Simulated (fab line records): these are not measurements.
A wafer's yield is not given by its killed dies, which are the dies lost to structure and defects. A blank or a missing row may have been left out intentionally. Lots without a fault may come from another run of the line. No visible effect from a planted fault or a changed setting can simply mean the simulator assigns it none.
Chamber matching :: flow nand harc :: ald hk-04 running NHARC_A_CHANNEL_FILL_D2_ALD_25: 4 sister chambers
The step deposits SiOx, target thk 60 nm, pulse time 10 s, ald cycles 600. 14 wafers are shown with their chamber, then 7 later ones without.

## WAFERS, EACH WITH ITS CHAMBER
wafer: L075.1
chamber: 1
heater power w (W): 467
precursor pulse height rel: 0.932

wafer: L075.3
chamber: 2
heater power w (W): 436
precursor pulse height rel: 1.000

wafer: L075.5
chamber: 3
heater power w (W): 465
precursor pulse height rel: 1.001

wafer: L076.2
chamber: 1
heater power w (W): 467
precursor pulse height rel: 0.997

wafer: L076.4
chamber: 3
heater power w (W): 469
precursor pulse height rel: 1.020

wafer: L076.5
chamber: 1
heater power w (W): 448
precursor pulse height rel: 1.022

wafer: L081.4
chamber: 1
heater power w (W): 454
precursor pulse height rel: 0.972

wafer: L081.3
chamber: 3
heater power w (W): 460
precursor pulse height rel: 0.976

wafer: L081.5
chamber: 1
heater power w (W): 450
precursor pulse height rel: 1.038

wafer: L086.1
chamber: 0
heater power w (W): 486
precursor pulse height rel: 0.985

wafer: L086.4
chamber: 2
heater power w (W): 434
precursor pulse height rel: 0.979

wafer: L086.5
chamber: 3
heater power w (W): 453
precursor pulse height rel: 1.015

wafer: L087.2
chamber: 0
heater power w (W): 509
precursor pulse height rel: 1.022

wafer: L087.3
chamber: 3
heater power w (W): 461
precursor pulse height rel: 1.012

SIGNATURES (averages over the wafers above)
reading: heater power w
chamber 0: 497.50
chamber 1: 457.20
chamber 2: 435.00
chamber 3: 461.60
scatter within a chamber: 8.65

reading: precursor pulse height rel
chamber 0: 1.00350
chamber 1: 0.99220
chamber 2: 0.98950
chamber 3: 1.00480
scatter within a chamber: 0.0303
Rule: a wafer's distance from a chamber is the root of the sum, over the readings, of the square of ((its reading less the chamber's mean) divided by the reading's scatter). If the next closest chamber is less than 2 further off than the closest, the wafer can't be placed; otherwise it belongs to the closest. The scatter is the square root of a quotient: the sum, over the shown wafers, of each reading's squared deviation from its chamber's mean, divided by wafers minus chambers.

## WAFERS WITH NO CHAMBER GIVEN
wafer: L087.5
heater power w (W): 424
precursor pulse height rel: 1.006

wafer: L091.1
heater power w (W): 509
precursor pulse height rel: 1.034

wafer: L091.3
heater power w (W): 445
precursor pulse height rel: 1.014

wafer: L091.4
heater power w (W): 434
precursor pulse height rel: 0.996

wafer: L096.1
heater power w (W): 445
precursor pulse height rel: 1.000

wafer: L096.3
heater power w (W): 457
precursor pulse height rel: 1.020

wafer: L096.6
heater power w (W): 441
precursor pulse height rel: 1.043

## EACH ONE'S CHAMBER
wafer: L087.5
from the rows above: 2
in truth: 2

wafer: L091.1
from the rows above: 0
in truth: 0

wafer: L091.3
from the rows above: can't be placed: 2 or 1 or 3
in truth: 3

wafer: L091.4
from the rows above: 2
in truth: 2

wafer: L096.1
from the rows above: can't be placed: 2 or 1 or 3
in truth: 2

wafer: L096.3
from the rows above: can't be placed: 3 or 1
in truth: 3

wafer: L096.6
from the rows above: can't be placed: 2 or 1 or 3
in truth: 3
Correctly placed: 3 of 7. Cannot be placed on the basis of these rows: 4; the candidates contain the true chamber in 4. Wrongly placed: 0.
